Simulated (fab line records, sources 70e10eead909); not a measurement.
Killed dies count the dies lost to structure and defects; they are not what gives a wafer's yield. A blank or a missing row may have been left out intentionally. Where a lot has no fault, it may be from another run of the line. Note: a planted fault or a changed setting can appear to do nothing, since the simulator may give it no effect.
What tool caused it? :: flow nand harc :: 6 lots, 18 wafers sampled, at 6 steps of a route of 1302

== WHAT EACH GAUGE READ, for each wafer ==
NHARC_END_SORT_01.
lot :: measured :: on :: killed at array

== TOOL THAT RAN EACH LOT (tool first, then ch and the chambers of the sampled wafers, then the start) ==
lot: L993
NHARC_A_CHANNEL_FILL_D1_ETCHBACK_19: rie si-06 ch 0,1,3, day 11 06:50
NHARC_A_CHANNEL_FILL_D1_ETCHBACK_08: rie diel-09 ch 1,2,3, day 12 06:23 or earlier
NHARC_A_CHANNEL_FILL_D1_CMP_10: cmp-03 ch 0,1,2, day 12 06:23
NHARC_A_DECK1_JOINT_CVD_12: lpcvd poly-02 ch 0, day 12 14:20
NHARC_A_DECK1_JOINT_CMP_13: cmp-02 ch 0,1,3, day 12 17:11

lot: L996
NHARC_A_CHANNEL_FILL_D1_ETCHBACK_19: rie si-06 ch 1,2,3, day 13 12:16
NHARC_A_CHANNEL_FILL_D1_ETCHBACK_08: rie diel-12 ch 0,2,3, day 14 11:43 or earlier
NHARC_A_CHANNEL_FILL_D1_CMP_10: cmp-02 ch 0,2,3, day 14 11:43
NHARC_A_DECK1_JOINT_CVD_12: lpcvd poly-02 ch 0, day 14 19:36
NHARC_A_DECK1_JOINT_CMP_13: cmp-01 ch 1,2,3, day 14 22:29

lot: L100
NHARC_A_CHANNEL_FILL_D1_ETCHBACK_19: rie si-01 ch 0,3, day 13 22:11
NHARC_A_CHANNEL_FILL_D1_ETCHBACK_08: rie diel-04 ch 2,3, day 14 22:16 or earlier
NHARC_A_CHANNEL_FILL_D1_CMP_10: cmp-04 ch 0,2,3, day 14 22:16
NHARC_A_DECK1_JOINT_CVD_12: lpcvd poly-03 ch 0, day 15 05:58 and lpcvd poly-01 ch 0, day 15 09:38
NHARC_A_DECK1_JOINT_CMP_13: cmp-03 ch 0,3, day 15 12:49

lot: L106
NHARC_A_CHANNEL_FILL_D1_ETCHBACK_19: rie si-06 ch 0,1,2, day 16 17:08
NHARC_A_CHANNEL_FILL_D1_ETCHBACK_08: rie diel-09 ch 0,1,2, day 17 16:39 or earlier
NHARC_A_CHANNEL_FILL_D1_CMP_10: cmp-03 ch 1,2,3, day 17 16:39
NHARC_A_DECK1_JOINT_CVD_12: lpcvd poly-02 ch 0, day 18 00:32 and lpcvd poly-01 ch 0, day 18 04:56
NHARC_A_DECK1_JOINT_CMP_13: cmp-02 ch 2,3, day 18 08:12

lot: L110
NHARC_A_CHANNEL_FILL_D1_ETCHBACK_19: rie si-06 ch 0,2,3, day 18 13:37
NHARC_A_CHANNEL_FILL_D1_ETCHBACK_08: rie diel-04 ch 0,1,2, day 19 16:36 or earlier
NHARC_A_CHANNEL_FILL_D1_CMP_10: cmp-04 ch 1,3, day 19 16:36
NHARC_A_DECK1_JOINT_CVD_12: lpcvd poly-01 ch 0, day 20 00:31
NHARC_A_DECK1_JOINT_CMP_13: cmp-02 ch 0,2,3, day 20 03:23

lot: L112
NHARC_A_CHANNEL_FILL_D1_ETCHBACK_19: rie si-02 ch 0,1,2, day 19 02:34
NHARC_A_CHANNEL_FILL_D1_ETCHBACK_08: rie diel-04 ch 1,2, day 20 01:53 or earlier
NHARC_A_CHANNEL_FILL_D1_CMP_10: cmp-04 ch 0,1,3, day 20 01:53
NHARC_A_DECK1_JOINT_CVD_12: lpcvd poly-01 ch 0, day 20 09:46
NHARC_A_DECK1_JOINT_CMP_13: cmp-01 ch 1,2,3, day 20 12:36
- NHARC_A_CHANNEL_FILL_D1_ETCHBACK_19: etches the open film in HBr/Cl2, target depth 5 nm, time 1.7 s.
- NHARC_A_CHANNEL_FILL_D1_ETCHBACK_08: etches the open film in C4F8, target depth 220 nm, time 110 s.
- NHARC_A_CHANNEL_FILL_D1_CMP_10: polishes, target thk 150 nm.
- NHARC_A_DECK1_JOINT_CVD_12: deposits poly-Si, target thk 90 nm, time 1800 s.
- NHARC_A_DECK1_JOINT_CMP_13: polishes, target thk 51.023 nm.

== THE ANSWER, worked out from the rows above alone ==
Rule: the usual values come from the lots themselves. Put in order of their means at a reading, lots are off if they are a third of the lots or fewer, leave a main group of 4 or more, and stand apart from it by a gap of 3 or more times the standard deviation of the main group's means; of several such gaps the widest counts. A main group is skipped when, at the precision printed for the reading in the tables above, its means are all equal. Also off: a lot with no number at a reading for which 4 or more lots have one. All remaining lots with rows at the step are treated as sound.
No lot is off on any of the readings shown, so nothing can be concluded from this.

== WHAT THE SIMULATOR PUT IN ==
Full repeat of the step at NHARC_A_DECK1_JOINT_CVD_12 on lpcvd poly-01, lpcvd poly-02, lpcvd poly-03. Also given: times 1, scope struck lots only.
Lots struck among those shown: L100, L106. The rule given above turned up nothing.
